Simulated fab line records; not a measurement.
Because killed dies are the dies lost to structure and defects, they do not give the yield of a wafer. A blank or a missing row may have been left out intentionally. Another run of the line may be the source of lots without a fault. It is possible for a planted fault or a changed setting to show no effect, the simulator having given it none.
Struck lot and sound lot, side by side || flow nand harc || 14 steps out of a route of 1159
Sound: the wafers L779.1, L779.2, L779.6. Wafers struck: L794.1, L794.2, L794.6. The cause is given at the end.
Per side, at each step with rows, come the tool, then ch with its chambers, and then its first start. Under that, the readings that differ: sound wafers || struck wafers || difference of the means || sigmas: that difference in standard deviations of wafers without a fault.
alike: a reading whose means differ by less than 2 such deviations, as well as words and numbers matching on both sides. not compared: withheld readings; readings where some wafer has no value; bounds like >300 that might hide an equal value; numbers whose values overlap and for which the record gives no deviation.
A row with sigmas, a row that says differs or no value, or rows on one side alone: a step with any of these is where the two part. Numbers that don't overlap but have no deviation are shown without sigmas and don't part them. A reading missing from all wafers of one side parts the sides only when that side holds two or more wafers.

NHARC_A_SOURCE_PLATE_THK_MEAS_09: measures by ellipsometry.
  sound on film metro-01 at day 8 03:07; struck on film metro-02 at day 11 17:59
  alike: thk nm
then, 3 steps without rows for these wafers: NHARC_A_SOURCE_PLATE_PVD_04 (deposits WSi2, target thk 50 nm); NHARC_A_SOURCE_PLATE_CVD_03 (deposits poly-Si, target thk 200 nm, time 4000 s); NHARC_A_SOURCE_PLATE_ANNEAL_05 (time 1800 s).
NHARC_A_SOURCE_PLATE_THK_MEAS_06: measures by ellipsometry.
  sound on film metro-02 at day 8 16:07; struck on film metro-02 at day 12 07:22
  alike: thk nm
NHARC_A_SOURCE_PLATE_INSPECT_08:
  sound on defect inspect-01 at day 8 16:10; struck on defect inspect-01 at day 12 07:27
  alike: raw defect count
then, no rows for these wafers at 1 step: NHARC_A_ONON_D1_DEP_00 (target thk 1000 nm).
NHARC_A_ONON_D1_THK_MEAS_02: measures by ellipsometry.
  sound on film metro-01 at day 8 16:45; struck on film metro-01 at day 12 08:01
  alike: thk nm
then, no rows for these wafers at 1 step: NHARC_A_ONON_D1_DEP_03 (target thk 1000 nm).
NHARC_A_ONON_D1_THK_MEAS_05: measures by ellipsometry.
  sound on film metro-01 at day 8 17:19; struck on film metro-01 at day 12 08:35
  alike: thk nm
NHARC_A_ONON_D1_DEP_06: target thk 1000 nm.
  sound on pecvd onon-03 ch 0, day 8 17:22; struck on pecvd onon-01 ch 0, day 12 08:38
  alike: susceptor temp C
NHARC_A_ONON_D1_THK_MEAS_08: measures by ellipsometry.
  sound on film metro-02 at day 8 17:53; struck on film metro-01 at day 12 09:10
{"reading": "thk nm (nm)", "sound": "997 997 998", "struck": "1534 1534 1534", "difference": "+537", "sigmas": "+54"}
then, no rows for these wafers at 1 step: NHARC_A_ONON_D1_DEP_09 (target thk 1000 nm).
-- break in the record here, with 11 days between the starts of the struck wafers on either side (left off in module A_ONON_D1, picked up again in module END, where the first step shown is number 1159 on the route) --
NHARC_END_SORT_01:
  at this point the record logs the struck wafers (prober-01 ch 0, day 23 15:20) and has no rows for the sound ones

== WHERE THEY PART ==
Last at NHARC_END_SORT_01 as far as this record goes, first at NHARC_A_ONON_D1_THK_MEAS_08.

WHY: what the simulator had put in
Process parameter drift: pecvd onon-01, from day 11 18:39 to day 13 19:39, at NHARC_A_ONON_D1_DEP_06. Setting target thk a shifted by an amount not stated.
